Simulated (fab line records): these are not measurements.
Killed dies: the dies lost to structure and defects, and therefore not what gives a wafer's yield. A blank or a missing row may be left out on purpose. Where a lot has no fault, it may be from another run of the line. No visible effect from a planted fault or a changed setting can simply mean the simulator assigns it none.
fab line records -- flow nand-harc
[record] lots = 6, wafers = 16, last-day = 33
route steps=1302 shown A_ONON_D1@426 END@1302
lots that met no fault: taken from a fault-free run of the same line
start-h: hours from the record's first day to the start of the lot's first wafer shown -- wait-h: time in hours since the lot's previous step -- " the same as in the row above -- L1.1+2: several wafers, shown together as one row -- - no value, or no start was given -- * or withheld: withheld -- < > ~ a bound
route shown NAME@n: names a module that has steps shown in the file, with the first one's number in the route -- usual: average and standard deviation across the fault-free wafers -- same: alike in all rows -- chamber/n: place in a boat -- sites: per-site readings -- _std_site: standard deviation of those values -- _edge_site: outer sites' mean less inner sites' -- radius-mm: how far each site lies from the wafer's centre -- mask NAME#n: copy n -- behind: tool/chamber where the wafer was last shaped -- hold: reason for holding the lot/hours on hold/outcome of the hold -- device: the n, p or np transistor that did not switch -- end of line: the tests these same wafers got at the end of their route -- a step with no rows: only its recipe -- killed: the dies lost at the first sort to structure and to defects; this is not the yield of the wafer -- map: shows each die of a wafer: x if killed, . if not, _ if none is there
set.NAME: setting as actually run; set.NAME@STEP: the setting as run at that earlier step -- model.NAME: the simulator's own value behind a step, which no gauge read
certain route steps with their lots: each step a table, each wafer a row
services: from which hour (start-h, from the record's first day; less than 0 if before it) a tool's chamber was out of use, for how many hours, and why
[[steps]]
[step NHARC_A_ONON_D1_DEP_03]
[recipe] target-thk-a = 10000, n2-flow-sccm = 2750, n2o-flow-sccm = 2000, nh3-flow-sccm = 500, sih4-flow-sccm = 210, temp-c = 400
[step NHARC_A_ONON_D1_THK_MEAS_05]
[recipe] thk-meas-gauge = ellipsometry
[usual] thk-nm = 998/13
lot.wafer,tool,chamber,start-h,wait-h,thk-nm
L654.1,film-metro-02,-,202.22,-,986
L654.3,film-metro-02,-,202.22,-,986
L654.5,film-metro-02,-,202.22,-,985
L655.1,film-metro-02,-,210.21,-,972
L655.2,film-metro-02,-,210.21,-,971
L655.5,film-metro-02,-,210.21,-,973
L666.2,film-metro-02,-,320.85,-,1003
L666.5,film-metro-02,-,320.85,-,1003
L667.1,film-metro-02,-,340.37,-,984
L667.5,film-metro-02,-,340.37,-,982
L669.1,film-metro-02,-,347.72,-,990
L669.2,film-metro-02,-,347.72,-,992
L669.3,film-metro-02,-,347.72,-,990
L674.3,film-metro-01,-,392.43,-,993
L674.4,film-metro-01,-,392.43,-,991
L674.6,film-metro-01,-,392.43,-,993
[step NHARC_A_ONON_D1_DEP_06]
[recipe] target-thk-a = 10000, n2-flow-sccm = 2750, n2o-flow-sccm = 2000, nh3-flow-sccm = 500, sih4-flow-sccm = 210, temp-c = 400
[step NHARC_A_ONON_D1_THK_MEAS_08]
[recipe] thk-meas-gauge = ellipsometry
[usual] thk-nm = 1000/8.1
lot.wafer,tool,chamber,start-h,wait-h,thk-nm
L654.1,film-metro-02,-,202.79,-,1015
L654.3,film-metro-02,-,202.79,-,1015
L654.5,film-metro-02,-,202.79,-,1015
L655.1,film-metro-01,-,210.77,-,1003
L655.2,film-metro-01,-,210.77,-,1004
L655.5,film-metro-01,-,210.77,-,1002
L666.2,film-metro-02,-,321.42,-,1002
L666.5,film-metro-02,-,321.42,-,1000
L667.1,film-metro-01,-,340.94,-,1007
L667.5,film-metro-01,-,340.94,-,1008
L669.1,film-metro-01,-,348.29,-,990
L669.2,film-metro-01,-,348.29,-,992
L669.3,film-metro-01,-,348.29,-,991
L674.3,film-metro-01,-,393.00,-,999
L674.4,film-metro-01,-,393.00,-,1002
L674.6,film-metro-01,-,393.00,-,1000
[step NHARC_A_ONON_D1_DEP_09]
[recipe] target-thk-a = 10000, n2-flow-sccm = 2750, n2o-flow-sccm = 2000, nh3-flow-sccm = 500, sih4-flow-sccm = 210, temp-c = 400
[step NHARC_A_ONON_D1_THK_MEAS_11]
[recipe] thk-meas-gauge = ellipsometry
[usual] thk-nm = 1001/11
lot.wafer,tool,chamber,start-h,wait-h,thk-nm
L654.1,film-metro-02,-,203.36,-,1011
L654.3,film-metro-02,-,203.36,-,1011
L654.5,film-metro-02,-,203.36,-,1010
L655.1,film-metro-01,-,211.34,-,990
L655.2,film-metro-01,-,211.34,-,992
L655.5,film-metro-01,-,211.34,-,992
L666.2,film-metro-02,-,321.99,-,1003
L666.5,film-metro-02,-,321.99,-,1001
L667.1,film-metro-01,-,341.51,-,992
L667.5,film-metro-01,-,341.51,-,992
L669.1,film-metro-02,-,348.86,-,1020
L669.2,film-metro-02,-,348.86,-,1021
L669.3,film-metro-02,-,348.86,-,1020
L674.3,film-metro-02,-,393.57,-,1009
L674.4,film-metro-02,-,393.57,-,1012
L674.6,film-metro-02,-,393.57,-,1009
[step NHARC_A_ONON_D1_DEP_12]
[recipe] target-thk-a = 10000, n2-flow-sccm = 2750, n2o-flow-sccm = 2000, nh3-flow-sccm = 500, sih4-flow-sccm = 210, temp-c = 400
[step NHARC_A_ONON_D1_THK_MEAS_14]
[recipe] thk-meas-gauge = ellipsometry
[usual] thk-nm = 999/9.6
lot.wafer,tool,chamber,start-h,wait-h,thk-nm
L654.1,film-metro-02,-,203.92,-,986
L654.3,film-metro-02,-,203.92,-,987
L654.5,film-metro-02,-,203.92,-,987
L655.1,film-metro-02,-,211.90,-,1019
L655.2,film-metro-02,-,211.90,-,1020
L655.5,film-metro-02,-,211.90,-,1016
L666.2,film-metro-02,-,322.55,-,1006
L666.5,film-metro-02,-,322.55,-,1007
L667.1,film-metro-01,-,342.08,-,1003
L667.5,film-metro-01,-,342.08,-,1002
L669.1,film-metro-02,-,349.42,-,999
L669.2,film-metro-02,-,349.42,-,1000
L669.3,film-metro-02,-,349.42,-,999
L674.3,film-metro-01,-,394.14,-,985
L674.4,film-metro-01,-,394.14,-,984
L674.6,film-metro-01,-,394.14,-,986
[step NHARC_A_ONON_D1_ANNEAL_15]
[recipe] temp-c = 750, time-s = 3600
[step NHARC_A_ONON_D1_DEP_16]
[recipe] target-thk-a = 10000, n2-flow-sccm = 2750, n2o-flow-sccm = 2000, nh3-flow-sccm = 500, sih4-flow-sccm = 210, temp-c = 400
[step NHARC_A_ONON_D1_THK_MEAS_18]
[recipe] thk-meas-gauge = ellipsometry
[usual] thk-nm = 1001/12
lot.wafer,tool,chamber,start-h,wait-h,thk-nm
L654.1,film-metro-02,-,211.68,-,999
L654.3,film-metro-02,-,211.68,-,999
L654.5,film-metro-02,-,211.68,-,998
L655.1,film-metro-02,-,219.72,-,1010
L655.2,film-metro-02,-,219.72,-,1012
L655.5,film-metro-02,-,219.72,-,1011
L666.2,film-metro-01,-,330.30,-,1013
L666.5,film-metro-01,-,330.30,-,1014
L667.1,film-metro-02,-,350.14,-,997
L667.5,film-metro-02,-,350.14,-,995
L669.1,film-metro-01,-,357.20,-,992
L669.2,film-metro-01,-,357.20,-,993
L669.3,film-metro-01,-,357.20,-,991
L674.3,film-metro-02,-,401.92,-,1020
L674.4,film-metro-02,-,401.92,-,1022
L674.6,film-metro-02,-,401.92,-,1019
[step NHARC_A_ONON_D1_DEP_19]
[recipe] target-thk-a = 10000, n2-flow-sccm = 2750, n2o-flow-sccm = 2000, nh3-flow-sccm = 500, sih4-flow-sccm = 210, temp-c = 400
[usual] n2o-flow-sccm = 1999/6, sih4-flow-sccm = 210.0/0.64
lot.wafer,tool,chamber,start-h,wait-h,n2o-flow-sccm,sih4-flow-sccm
L654.1,pecvd-onon-03,0,211.74,0.1,1993,210.2
L654.3,pecvd-onon-03,0,211.74,0.1,1994,211.6
L654.5,pecvd-onon-03,0,211.74,0.1,1989,210.5
L655.1,pecvd-onon-02,0,219.77,0.1,1996,211.0
L655.2,pecvd-onon-02,0,219.77,0.1,2006,210.0
L655.5,pecvd-onon-02,0,219.77,0.1,1995,210.9
L666.2,pecvd-onon-03,0,330.42,0.1,2013,209.9
L666.5,pecvd-onon-03,0,330.42,0.1,2012,209.9
L667.1,pecvd-onon-03,0,350.20,0.1,1997,209.7
L667.5,pecvd-onon-03,0,350.20,0.1,1987,210.2
L669.1,pecvd-onon-01,0,357.26,0.1,1993,211.1
L669.2,pecvd-onon-01,0,357.26,0.1,1996,210.3
L669.3,pecvd-onon-01,0,357.26,0.1,1994,210.4
L674.3,pecvd-onon-01,0,402.09,0.2,1997,210.0
L674.4,pecvd-onon-01,0,402.09,0.2,1998,210.3
L674.6,pecvd-onon-01,0,402.09,0.2,1993,210.4
[step NHARC_A_ONON_D1_THK_MEAS_21]
[recipe] thk-meas-gauge = ellipsometry
[usual] thk-nm = 1002/11
lot.wafer,tool,chamber,start-h,wait-h,thk-nm
L654.1,film-metro-02,-,212.25,-,991
L654.3,film-metro-02,-,212.25,-,989
L654.5,film-metro-02,-,212.25,-,990
L655.1,film-metro-01,-,220.27,-,993
L655.2,film-metro-01,-,220.27,-,992
L655.5,film-metro-01,-,220.27,-,995
L666.2,film-metro-01,-,330.87,-,787
L666.5,film-metro-01,-,330.87,-,1009
L667.1,film-metro-02,-,350.70,-,776
L667.5,film-metro-02,-,350.70,-,997
L669.1,film-metro-01,-,357.79,-,1012
L669.2,film-metro-01,-,357.79,-,1013
L669.3,film-metro-01,-,357.79,-,1011
L674.3,film-metro-02,-,402.49,-,994
L674.4,film-metro-02,-,402.49,-,997
L674.6,film-metro-02,-,402.49,-,994
[step NHARC_A_ONON_D1_DEP_22]
[recipe] target-thk-a = 10000, n2-flow-sccm = 2750, n2o-flow-sccm = 2000, nh3-flow-sccm = 500, sih4-flow-sccm = 210, temp-c = 400
[step NHARC_END_SORT_01]
[recipe] temp-c = 25
[usual] killed-at-array = 61/24, killed-at-other = 1.2/1.3, killed-at-periphery = 3.7/2.6, killed-dies = 66/23, killed-open = 3.3/1.8, killed-short = 2.4/1.6
[same] gross-dies = 677
lot.wafer,tool,chamber,start-h,wait-h,killed-at-array,killed-at-other,killed-at-periphery,killed-dies,killed-open,killed-short
L654.1,prober-02,0,601.10,2.5,81,2,3,86,4,3
L654.3,prober-02,0,602.72,3.1,89,0,3,92,4,7
L654.5,prober-02,0,604.33,3.7,92,4,10,106,5,1
L655.1,prober-01,0,601.12,2.5,91,0,2,93,3,4
L655.2,prober-01,0,601.91,2.8,79,0,2,81,1,3
L655.5,prober-01,0,604.30,3.7,81,3,0,84,1,3
L666.2,prober-02,0,710.39,2.8,671,0,6,677,2,4
L666.5,prober-02,0,712.80,3.7,80,0,3,83,2,1
L667.1,prober-02,0,749.99,2.5,675,0,2,677,2,2
L667.5,prober-02,0,753.26,3.8,70,1,5,76,2,2
L669.1,prober-01,0,769.30,2.5,65,2,7,74,5,1
L669.2,prober-01,0,770.11,2.8,73,0,1,74,4,0
L669.3,prober-01,0,770.91,3.1,74,0,1,75,3,1
L674.3,prober-02,0,789.64,3.1,23,6,6,35,9,0
L674.4,prober-02,0,790.45,3.4,16,3,3,22,2,0
L674.6,prober-02,0,792.05,4.0,24,2,2,28,1,2
// killed by level:class
L654.1 A_CHANNEL_HOLE_D1:chamber-film-flake=34 A_SLIT:chamber-film-flake=22 A_CHANNEL_HOLE_D2:chamber-film-flake=8 A_CONTACT:chamber-film-flake=7 P_GATE:chamber-film-flake=2 A_WL_FILL:chamber-film-flake=2 THIN_TSV:chamber-film-flake=2 P_STI:geometric-particle:open=1
L655.1 A_CHANNEL_HOLE_D2:chamber-film-flake=37 A_CHANNEL_HOLE_D1:chamber-film-flake=36 A_CONTACT:chamber-film-flake=6 A_CHANNEL_FILL_D1:geometric-particle:short=3 A_DECK1_JOINT:geometric-particle:open=2 P_GATE:chamber-film-flake=2 A_STAIRCASE:chamber-film-flake=2 A_M1:chamber-film-flake=2
L655.2 A_CHANNEL_HOLE_D2:chamber-film-flake=34 A_CHANNEL_HOLE_D1:chamber-film-flake=34 A_STAIRCASE:chamber-film-flake=2 A_CONTACT:chamber-film-flake=2 P_M1:geometric-particle:short=1 A_DECK1_JOINT:geometric-particle:short=1 A_M0:geometric-particle:short=1 A_M0:geometric-particle:open=1
L654.3 A_CHANNEL_HOLE_D1:chamber-film-flake=39 A_SLIT:chamber-film-flake=21 A_CHANNEL_HOLE_D2:chamber-film-flake=8 A_CONTACT:chamber-film-flake=6 A_ZERO_WELL:chamber-film-flake=3 P_GATE:geometric-particle:short=1 P_M0:geometric-particle:open=1 A_CHANNEL_FILL_D1:geometric-particle:open=1
L655.5 A_CHANNEL_HOLE_D2:chamber-film-flake=38 A_CHANNEL_HOLE_D1:chamber-film-flake=31 A_CONTACT:chamber-film-flake=4 A_M1:chamber-film-flake=2 THIN_TSV:chamber-film-flake=2 A_ONON_D1:geometric-particle:short=1 A_DECK1_JOINT:geometric-particle:short=1 A_BONDPAD:geometric-particle:open=1
L654.5 A_CHANNEL_HOLE_D1:chamber-film-flake=29 A_SLIT:chamber-film-flake=29 A_CONTACT:chamber-film-flake=13 A_CHANNEL_HOLE_D2:chamber-film-flake=8 P_GATE:chamber-film-flake=7 A_CHANNEL_FILL_D1:chamber-film-flake=3 THIN_TSV:chamber-film-flake=3 A_ZERO_WELL:chamber-film-flake=2
L666.2 A_ONON_D1:area-dep=594 A_CHANNEL_HOLE_D1:chamber-film-flake=31 A_CHANNEL_HOLE_D2:chamber-film-flake=22 A_CONTACT:chamber-film-flake=12 A_ONON_D1:geometric-particle:short=2 A_CHANNEL_FILL_D2:geometric-particle:open=2 P_ZERO_WELL:chamber-film-flake=2 P_GATE:chamber-film-flake=2
L666.5 A_CHANNEL_HOLE_D1:chamber-film-flake=38 A_CHANNEL_HOLE_D2:chamber-film-flake=22 A_CONTACT:chamber-film-flake=10 A_SLIT:chamber-film-flake=5 P_GATE:chamber-film-flake=2 A_CHANNEL_FILL_D2:geometric-particle:short=1 A_CHANNEL_FILL_D2:geometric-particle:open=1 A_WL_FILL:chamber-film-flake=1
L667.1 A_ONON_D1:area-dep=608 A_CHANNEL_HOLE_D2:chamber-film-flake=29 A_CHANNEL_HOLE_D1:chamber-film-flake=26 A_STAIRCASE:chamber-film-flake=3 P_M2:chamber-film-flake=2 A_SLIT:chamber-film-flake=2 A_CONTACT:chamber-film-flake=2 A_ONON_D2:geometric-particle:open=1
L667.5 A_CHANNEL_HOLE_D2:chamber-film-flake=35 A_CHANNEL_HOLE_D1:chamber-film-flake=27 A_CONTACT:chamber-film-flake=2 P_M2:chamber-film-flake=2 P_CONTACT:geometric-particle:short=1 A_DECK1_JOINT:geometric-particle:open=1 A_SGD_CUT:geometric-particle:short=1 A_M1:geometric-particle:open=1
L669.1 A_CHANNEL_HOLE_D1:chamber-film-flake=29 A_CHANNEL_HOLE_D2:chamber-film-flake=21 P_GATE:chamber-film-flake=5 A_SLIT:chamber-film-flake=4 A_CONTACT:chamber-film-flake=4 A_STAIRCASE:chamber-film-flake=2 THIN_TSV:chamber-film-flake=2 P_GATE:geometric-particle:open=1
L669.2 A_CHANNEL_HOLE_D1:chamber-film-flake=29 A_CHANNEL_HOLE_D2:chamber-film-flake=21 A_CONTACT:chamber-film-flake=11 A_SLIT:chamber-film-flake=5 A_CHANNEL_FILL_D1:geometric-particle:open=2 A_STAIRCASE:chamber-film-flake=2 A_CHANNEL_HOLE_D2:geometric-particle:open=1 A_M0:geometric-particle:open=1
L669.3 A_CHANNEL_HOLE_D2:chamber-film-flake=29 A_CHANNEL_HOLE_D1:chamber-film-flake=27 A_SLIT:chamber-film-flake=7 A_CONTACT:chamber-film-flake=7 A_CHANNEL_FILL_D1:geometric-particle:open=2 P_CONTACT:geometric-particle:open=1 A_M0:geometric-particle:short=1 A_CHANNEL_FILL_D2:chamber-film-flake=1
L674.3 A_SLIT:chamber-film-flake=10 THIN_TSV:chamber-film-flake=6 P_ZERO_WELL:chamber-film-flake=3 A_M0:geometric-particle:open=2 A_WL_FILL:chamber-film-flake=2 P_GATE:geometric-particle:open=1 P_M0:geometric-particle:open=1 A_SOURCE_PLATE:geometric-particle:open=1
L674.4 A_SLIT:chamber-film-flake=9 THIN_TSV:chamber-film-flake=3 P_ZERO_WELL:chamber-film-flake=2 A_CONTACT:chamber-film-flake=2 P_M0:geometric-particle:open=1 A_CHANNEL_HOLE_D2:geometric-particle:open=1 A_ZERO_WELL:chamber-film-flake=1 A_CHANNEL_HOLE_D1:chamber-film-flake=1
L674.6 A_SLIT:chamber-film-flake=7 A_STAIRCASE:chamber-film-flake=4 A_CONTACT:chamber-film-flake=4 A_DECK1_JOINT:chamber-film-flake=2 A_CHANNEL_HOLE_D2:chamber-film-flake=2 A_WL_FILL:chamber-film-flake=2 THIN_TSV:chamber-film-flake=2 P_M0:geometric-particle:short=1
// map L666.2 (x killed, . not)
____________x____________
_________xxxxxxx_________
_______xxxxxxxxxxx_______
______xxxxxxxxxxxxx______
_____xxxxxxxxxxxxxxx_____
____xxxxxxxxxxxxxxxxx____
____xxxxxxxxxxxxxxxxx____
___xxxxxxxxxxxxxxxxxxx___
___xxxxxxxxxxxxxxxxxxx___
__xxxxxxxxxxxxxxxxxxxxx__
__xxxxxxxxxxxxxxxxxxxxx__
_xxxxxxxxxxxxxxxxxxxxxxx_
_xxxxxxxxxxxxxxxxxxxxxxx_
_xxxxxxxxxxxxxxxxxxxxxxx_
_xxxxxxxxxxxxxxxxxxxxxxx_
_xxxxxxxxxxxxxxxxxxxxxxx_
xxxxxxxxxxxxxxxxxxxxxxxxx
xxxxxxxxxxxxxxxxxxxxxxxxx
xxxxxxxxxxxxxxxxxxxxxxxxx
xxxxxxxxxxxxxxxxxxxxxxxxx
xxxxxxxxxxxxxxxxxxxxxxxxx
_xxxxxxxxxxxxxxxxxxxxxxx_
_xxxxxxxxxxxxxxxxxxxxxxx_
_xxxxxxxxxxxxxxxxxxxxxxx_
_xxxxxxxxxxxxxxxxxxxxxxx_
_xxxxxxxxxxxxxxxxxxxxxxx_
__xxxxxxxxxxxxxxxxxxxxx__
__xxxxxxxxxxxxxxxxxxxxx__
___xxxxxxxxxxxxxxxxxxx___
___xxxxxxxxxxxxxxxxxxx___
____xxxxxxxxxxxxxxxxx____
____xxxxxxxxxxxxxxxxx____
_____xxxxxxxxxxxxxxx_____
______xxxxxxxxxxxxx______
_______xxxxxxxxxxx_______
_________xxxxxxx_________
____________x____________
// map L667.1 (x killed, . not)
____________x____________
_________xxxxxxx_________
_______xxxxxxxxxxx_______
______xxxxxxxxxxxxx______
_____xxxxxxxxxxxxxxx_____
____xxxxxxxxxxxxxxxxx____
____xxxxxxxxxxxxxxxxx____
___xxxxxxxxxxxxxxxxxxx___
___xxxxxxxxxxxxxxxxxxx___
__xxxxxxxxxxxxxxxxxxxxx__
__xxxxxxxxxxxxxxxxxxxxx__
_xxxxxxxxxxxxxxxxxxxxxxx_
_xxxxxxxxxxxxxxxxxxxxxxx_
_xxxxxxxxxxxxxxxxxxxxxxx_
_xxxxxxxxxxxxxxxxxxxxxxx_
_xxxxxxxxxxxxxxxxxxxxxxx_
xxxxxxxxxxxxxxxxxxxxxxxxx
xxxxxxxxxxxxxxxxxxxxxxxxx
xxxxxxxxxxxxxxxxxxxxxxxxx
xxxxxxxxxxxxxxxxxxxxxxxxx
xxxxxxxxxxxxxxxxxxxxxxxxx
_xxxxxxxxxxxxxxxxxxxxxxx_
_xxxxxxxxxxxxxxxxxxxxxxx_
_xxxxxxxxxxxxxxxxxxxxxxx_
_xxxxxxxxxxxxxxxxxxxxxxx_
_xxxxxxxxxxxxxxxxxxxxxxx_
__xxxxxxxxxxxxxxxxxxxxx__
__xxxxxxxxxxxxxxxxxxxxx__
___xxxxxxxxxxxxxxxxxxx___
___xxxxxxxxxxxxxxxxxxx___
____xxxxxxxxxxxxxxxxx____
____xxxxxxxxxxxxxxxxx____
_____xxxxxxxxxxxxxxx_____
______xxxxxxxxxxxxx______
_______xxxxxxxxxxx_______
_________xxxxxxx_________
____________x____________
[[services]]
tool,chamber,start-h,hours,kind
pecvd-onon-03,-,217.45,0.2,repair
pecvd-onon-03,-,227.42,13.0,pm
pecvd-onon-01,-,269.00,13.0,pm
pecvd-onon-02,-,366.14,13.0,pm
pecvd-onon-03,-,390.92,1.4,repair
[[key]]
[first-sign] step = NHARC_A_ONON_D1_THK_MEAS_21, reading = thk-nm, direction = down, sigmas = 21, usual = 1002, struck = 782
[effect] step = NHARC_END_SORT_01, reading = killed-dies, direction = up, sigmas = 27, usual = 66, struck = 677
[more-kills-born-at] NHARC_A_ONON_D1_DEP_19@pecvd-onon-03 = 1202
met-at NHARC_A_ONON_D1_DEP_19
struck-wafers L666.2,L667.1
later-rows-left-out L666.2,L667.1
tester-left-out L666,L667
onset-between 211.74 330.42
[fault] kind = process-parameter-drift, tool = pecvd-onon-03, chamber = -, onset-h = 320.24, steps = NHARC_A_ONON_D1_DEP_19, channel = target-thk-a, offset = *, shape = step, end-h = 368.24, scope = struck-wafers-only, acts-in = *, stated = *
// tester-left-out: of these lots the tester's yield and bins aren't shown, on N5 and GAA mostly nor the transistor test; their killed dies are dies lost to structure and defects alone, not to doping, threshold or leakage, so they don't give the yield
// later-rows-left-out: the simulator's readings of these wafers behind a module that went badly wrong aren't trusted and aren't shown, but for the sort
